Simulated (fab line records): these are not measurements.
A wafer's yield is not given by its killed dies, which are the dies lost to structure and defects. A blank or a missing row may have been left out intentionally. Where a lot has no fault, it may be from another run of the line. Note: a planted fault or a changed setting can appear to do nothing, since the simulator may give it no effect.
Check for tools in common ; flow nand_harc ; 11 lots, 33 wafers sampled

== REASON IT WAS OPENED ==
Flagged at NHARC_P_CONTACT_CD_MEAS_12: reading cd_nm, on 2 of 11 lots. No-fault wafers: 89.9 nm, standard deviation 0.57.
Rule: a lot gets a flag if all its wafers with a number sit over 4 standard deviations from that mean, or if no wafer of it has a number. The rest of the lots are taken to be sound.

lot;measured;on;cd_nm (nm), wafer by wafer;flag
L540;day 5 14:16;cd_sem-01;90.1 89.3 89.7;
L541;day 6 00:45;cd_sem-03;90.7 90.4 90.9;
L542;day 6 02:57;cd_sem-02;90.9 90.8 89.7;
L544;day 6 10:40;cd_sem-03;89.5 89.7 89.8;
L550;day 8 10:11;cd_sem-01;83.8 83.4 83.1;FLAGGED
L554;day 8 19:10;cd_sem-01;83.5 83.0 82.6;FLAGGED
L557;day 9 20:46;cd_sem-01;90.0 89.6 90.7;
L560;day 10 07:23;cd_sem-01;90.5 90.4 89.6;
L559;day 10 07:47;cd_sem-01;90.5 89.9 90.5;
L562;day 11 05:12;cd_sem-01;89.5 90.3 89.3;
L563;day 11 11:05;cd_sem-02;89.4 89.6 90.4;
On average the flagged lots' numbers are 83.2 nm, which is -6.7 nm against the usual, or -12 standard deviations.

== LOT BY LOT: THE TOOL USED ==
The record keeps 1 process step preceding the reading, out of 1159 steps on the route. Every cell lists first the tool, next ch and the chambers used by the sampled wafers, and last the start.
lot;flag;NHARC_P_CONTACT_PEB_10
L540;;litho_track-06 ch 0, day 5 14:11
L541;;litho_track-01 ch 0, day 6 00:40
L542;;litho_track-01 ch 0, day 6 02:52
L544;;litho_track-04 ch 0, day 6 10:35
L550;FLAGGED;litho_track-01 ch 0, day 8 10:06
L554;FLAGGED;litho_track-01 ch 0, day 8 19:05
L557;;litho_track-06 ch 0, day 9 20:41
L560;;litho_track-04 ch 0, day 10 07:17
L559;;litho_track-06 ch 0, day 10 07:43
L562;;litho_track-04 ch 0, day 11 05:07
L563;;litho_track-01 ch 0, day 11 11:01
What is done by these steps:
- NHARC_P_CONTACT_PEB_10: peb time 65 s.
- NHARC_P_CONTACT_CD_MEAS_12: target cd 90 nm.

== FLAGGED AGAINST TOTAL, ONE TOOL AT A TIME (gauges that did the reading follow at the end) ==
step;tool;lots run;flagged;share of the flagged lots;sound lots run after its first flagged lot
NHARC_P_CONTACT_PEB_10;litho_track-01;5;2;all;1 (L563)
NHARC_P_CONTACT_PEB_10;litho_track-04;3;0;none;-
NHARC_P_CONTACT_PEB_10;litho_track-06;3;0;none;-
NHARC_P_CONTACT_CD_MEAS_12;cd_sem-01;7;2;all;4 (L557,L560,L559,L562)
NHARC_P_CONTACT_CD_MEAS_12;cd_sem-02;2;0;none;-
NHARC_P_CONTACT_CD_MEAS_12;cd_sem-03;2;0;none;-

== WHAT THE TABLE ALLOWS ==
In 2 table rows, all flagged lots were run: litho_track-01 (NHARC_P_CONTACT_PEB_10), cd_sem-01 (NHARC_P_CONTACT_CD_MEAS_12).
- litho_track-01 at NHARC_P_CONTACT_PEB_10 ran 5 lots, 2 of them flagged. Lots that were sound ran on it after the first flagged one (L563); a persistent fault on the entire tool would not allow that. Its own readings lie more than 4 standard deviations out on every wafer of the flagged lots: heater_power_total_W.
- cd_sem-01 at NHARC_P_CONTACT_CD_MEAS_12 ran 7 lots, 2 of them flagged. Lots that were sound ran on it after the first flagged one (L557, L560, L559, L562); a persistent fault on the entire tool would not allow that.
Not one row of the table ran every flagged lot while running no sound lot after the first.

== WHAT THE SIMULATOR HAD INSERTED ==
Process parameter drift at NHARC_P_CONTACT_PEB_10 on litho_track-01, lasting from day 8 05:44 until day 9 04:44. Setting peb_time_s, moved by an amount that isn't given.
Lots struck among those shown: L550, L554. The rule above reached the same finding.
